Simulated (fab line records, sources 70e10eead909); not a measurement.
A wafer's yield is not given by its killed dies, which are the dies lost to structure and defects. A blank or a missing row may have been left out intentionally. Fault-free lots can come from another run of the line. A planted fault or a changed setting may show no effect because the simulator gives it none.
Chamber matching -- flow nandHarc -- NHARC_A_CONTACT_DEP_58 on pecvd-03: 3 sister chambers
The step deposits SiON, target thk 90 nm. 20 wafers are shown with their chamber, then 10 later ones without.

## EACH WAFER AND ITS CHAMBER
wafer,chamber,heaterPowerOuterW (W),heaterPowerW (W)
L075.3,1,316,567
L075.4,2,389,676
L075.5,1,314,589
L076.3,1,375,642
L076.4,2,463,731
L076.5,0,469,768
L081.2,1,366,657
L081.3,0,456,753
L081.6,1,369,655
L080.1,1,296,557
L080.3,0,402,688
L080.6,1,300,569
L084.3,1,341,643
L084.4,0,436,718
L084.5,2,428,730
L089.1,2,514,853
L089.4,2,527,856
L089.5,0,439,738
L088.2,2,501,847
L088.4,0,433,741

SIGNATURES (means of the wafers above)
reading,chamber 0,chamber 1,chamber 2,scatter within a chamber
heaterPowerOuterW,439.17,334.62,470.33,37.9
heaterPowerW,734.33,609.88,782.17,53.3
Rule: a wafer's distance from a chamber is the root of the sum, over the readings, of the square of ((its reading less the chamber's mean) divided by the reading's scatter). If the next closest chamber is less than 2 further off than the closest, the wafer can't be placed; otherwise it belongs to the closest. The scatter: the root of (the sum of the squares of (reading less its chamber's mean) over the shown wafers, divided by (wafers less chambers)).

## WAFERS WHOSE CHAMBER IS MISSING
wafer,heaterPowerOuterW (W),heaterPowerW (W)
L088.6,495,836
L087.3,427,744
L087.4,284,564
L087.5,441,747
L092.1,523,846
L092.4,374,651
L092.6,518,893
L090.1,483,807
L090.4,402,692
L090.5,476,801

## WHICH CHAMBER EACH WENT THROUGH
wafer,from the rows above,in truth
L088.6,can't be placed: 2 or 0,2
L087.3,can't be placed: 0 or 2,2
L087.4,1,1
L087.5,can't be placed: 0 or 2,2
L092.1,can't be placed: 2 or 0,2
L092.4,can't be placed: 1 or 0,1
L092.6,can't be placed: 2 or 0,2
L090.1,can't be placed: 2 or 0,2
L090.4,can't be placed: 0 or 1 or 2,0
L090.5,can't be placed: 2 or 0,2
Placed correctly: 1 of 10. Not placeable from these rows: 9 (in 9, the candidates include the true chamber). Wrongly placed: 0.
